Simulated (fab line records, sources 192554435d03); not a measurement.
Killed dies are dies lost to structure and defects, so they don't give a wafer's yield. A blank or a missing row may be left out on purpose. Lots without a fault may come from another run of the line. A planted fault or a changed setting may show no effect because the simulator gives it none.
Split-lot experiment | flow n5_finfet | 7 lots, 21 wafers read, on a route of 1938 steps

THE SPLIT
At N5_BEOL_M13_COAT_58 (time 60 s, resist thk 89 nm), the setting spin_rpm was moved away from the recipe's 1500 rpm on 8 of the 21 wafers read, by -9.2% to +9.7%. The other wafers ran this setting at the recipe's value.

FROM THE SPLIT TO THE READING: what the file shows between them, 3 steps
- N5_BEOL_M13_COAT_04: resist thk 400 nm
- N5_BEOL_M13_EBR_06
- N5_BEOL_M13_DESCUM_15: chemistry O2, time 7.9 s

THE READING
etch.depth_nm (the simulator's own value, which no gauge read), in nm, at N5_BEOL_M13_ETCH_59 (etches BARC in N2/H2, target depth 89 nm, overetch 26.7 nm, time 67.9 s). The file gives no usual value for it. The 13 wafers here that ran the recipe average 89.20 nm, standard deviation 0.23 nm.

wafer  | tool, chamber at the split | spin_rpm as run, rpm | against the recipe | etch.depth_nm, nm | against lot-mates on the recipe
L074.1 | litho_track-03, 0          | 1405                 | -6.3%              | 91.96             | +3.02
L074.3 | litho_track-03, 0          | 1500                 | recipe             | 88.94             | -
L074.5 | litho_track-03, 0          | 1405                 | -6.3%              | 92.07             | +3.13
L080.2 | litho_track-05, 0          | 1362                 | -9.2%              | 93.58             | +4.68
L080.5 | litho_track-05, 0          | 1500                 | recipe             | 88.85             | -
L080.6 | litho_track-05, 0          | 1500                 | recipe             | 88.95             | -
L083.1 | litho_track-02, 0          | 1500                 | recipe             | 89.21             | -
L083.2 | litho_track-02, 0          | 1500                 | recipe             | 89.24             | -
L083.5 | litho_track-02, 0          | 1391                 | -7.3%              | 92.85             | +3.62
L086.3 | litho_track-05, 0          | 1644                 | +9.6%              | 85.03             | -3.85
L086.4 | litho_track-05, 0          | 1644                 | +9.6%              | 85.02             | -3.86
L086.6 | litho_track-05, 0          | 1500                 | recipe             | 88.88             | -
L091.1 | litho_track-05, 0          | 1500                 | recipe             | 89.63             | -
L091.2 | litho_track-05, 0          | 1500                 | recipe             | 89.48             | -
L091.5 | litho_track-05, 0          | 1407                 | -6.2%              | 91.9              | +2.34
L093.3 | litho_track-02, 0          | 1646                 | +9.7%              | 85.09             | -4.24
L093.5 | litho_track-02, 0          | 1500                 | recipe             | 89.3              | -
L093.6 | litho_track-02, 0          | 1500                 | recipe             | 89.36             | -
L097.3 | litho_track-02, 0          | 1500                 | recipe             | 89.24             | -
L097.4 | litho_track-02, 0          | 1500                 | recipe             | 89.22             | -
L097.6 | litho_track-02, 0          | 1500                 | recipe             | 89.35             | -

THE FIT
A straight line over all 21 wafers: etch.depth_nm changes by -0.447 nm for each +1% of spin_rpm; r = -1.00; the points scatter about the line by 0.22 nm.
The same after taking each lot's own level away (the mean of its wafers on the recipe; 21 wafers): -0.444 nm for each +1%; r = -1.00; scatter 0.23 nm.
On that fit, the largest move of spin_rpm shifts the reading by 4.3 nm.
The lots' own levels span 88.880 to 89.555 nm, that is 3.0 times the standard deviation above.
So the lot-to-lot level changes the slope little: the two slopes agree.
Check: with one of the wafers moved furthest among these (+9.7%) left out of the fit, the line predicts -4.22 nm for it against its lot-mates. It came out at -4.24 nm against them.

OTHER SPLITS ON THESE WAFERS
These wafers also went through other splits before the reading. Each is held against what the fit with the lots' levels taken away leaves over:
other split on the same wafers    | wafers away from the commonest value | r with etch.depth_nm (lot level and that fit taken away)
N5_BEOL_M11_EXPOSE_08 dose_mj     | 7                                    | -0.51
N5_BEOL_M11_TRENCH_ETCH_37 bias_w | 7                                    | +0.07

THE WHOLE CHAIN: every reading that the file lists as answering this split, in the file's order
step                 | what it does                                                            | reading                                                                          | change (the file's fit)               | r (the file's)
N5_BEOL_M13_COAT_58  | time 60 s, resist thk 89 nm                                             | BARC_of_BEOL_M13_COAT_58.thk_nm (the simulator's own value, which no gauge read) | -0.452 nm for each +1% of the setting | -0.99
N5_BEOL_M13_ETCH_59  | etches BARC in N2/H2, target depth 89 nm, overetch 26.7 nm, time 67.9 s | etch.depth_nm (the simulator's own value, which no gauge read)                   | -0.451 nm for each +1% of the setting | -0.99
N5_BEOL_M13_STRIP_64 | strips in N2/H2                                                         | strip_time_to_endpoint_s                                                         | withheld for each +1% of the setting  | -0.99

THE FILE'S OWN FIT
etch.depth_nm changes by -0.451 nm for each +1% of spin_rpm, r = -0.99.
